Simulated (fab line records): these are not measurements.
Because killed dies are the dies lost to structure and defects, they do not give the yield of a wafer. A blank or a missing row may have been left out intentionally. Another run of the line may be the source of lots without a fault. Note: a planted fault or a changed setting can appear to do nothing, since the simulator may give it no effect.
What tool caused it? | flow n5-finfet | 11 lots, 30 wafers sampled, at 2 steps of a route of 1938

== WHAT THE GAUGES SHOWED, per wafer ==
N5_BEOL_M14_INSPECT_12: inspects for defects (macro).
lot  | measured     | on                | raw-defect-count
L957 | day 10 23:17 | defect-inspect-01 | 5 2 5
L958 | day 10 23:33 | defect-inspect-01 | 2 2 1
L959 | day 11 06:16 | defect-inspect-01 | 0 0 3
L960 | day 11 14:03 | defect-inspect-01 | 2 1 0
L961 | day 11 21:25 | defect-inspect-01 | 1 2 3
L962 | day 12 06:29 | defect-inspect-02 | 2 1 6
L969 | day 14 07:49 | defect-inspect-02 | 3 1
L971 | day 14 13:34 | defect-inspect-02 | 5 4
L972 | day 14 19:13 | defect-inspect-01 | 3 4
L976 | day 16 04:05 | defect-inspect-01 | 1 3 0
L979 | day 17 00:46 | defect-inspect-01 | 5 1 2

N5_BEOL_M14_OVL_MEAS_29.
lot  | measured     | on         | M14_OVL (nm)
L957 | day 11 00:07 | overlay-02 | 1 2 3
L958 | day 11 00:32 | overlay-02 | 6 6 7
L959 | day 11 07:06 | overlay-01 | 12 7 7
L960 | day 11 14:52 | overlay-01 | 5 5 5
L961 | day 11 22:15 | overlay-02 | 8 7 5
L962 | day 12 07:26 | overlay-02 | -4 2 1
L969 | day 14 09:49 | overlay-02 | -1 8
L971 | day 14 15:11 | overlay-01 | -10 3
L972 | day 14 21:01 | overlay-01 | -10 -8
L976 | day 16 04:55 | overlay-02 | -11 -14 -9
L979 | day 17 01:46 | overlay-01 | 5 9 2

== WHICH TOOL RAN EACH LOT (tool, then ch and the chambers of the sampled wafers, then the start) ==
Record: no process step prior to these readings.

== AS READ BY THE TOOLS THEMSELVES (means over the sampled wafers that have a number; for cases with no such wafer, the mark the record gives instead) ==
The record holds no such reading with a usual standard deviation.

== THE ANSWER, worked out from the rows above alone ==
Rule: the lots themselves supply what counts as usual. Put in order of their means at a reading, lots are off if they are a third of the lots or fewer, leave a main group of 4 or more, and stand apart from it by a gap of 3 or more times the standard deviation of the main group's means; of several such gaps the widest counts. Not used: any main group whose means are identical at the precision the tables above print for the reading. Also off: a lot with no number at a reading for which 4 or more lots have one. The other lots that the step has rows for count as sound. After the gauges, taken in route order, come the tools' own readings; for these a lot's mean is taken, as printed above. At the first step where some lot is off, the reading lying furthest off is the one used; lots without a number count as furthest.
None of the lots is off at any reading shown; this tells nothing.

== WHAT WAS PUT IN BY THE SIMULATOR ==
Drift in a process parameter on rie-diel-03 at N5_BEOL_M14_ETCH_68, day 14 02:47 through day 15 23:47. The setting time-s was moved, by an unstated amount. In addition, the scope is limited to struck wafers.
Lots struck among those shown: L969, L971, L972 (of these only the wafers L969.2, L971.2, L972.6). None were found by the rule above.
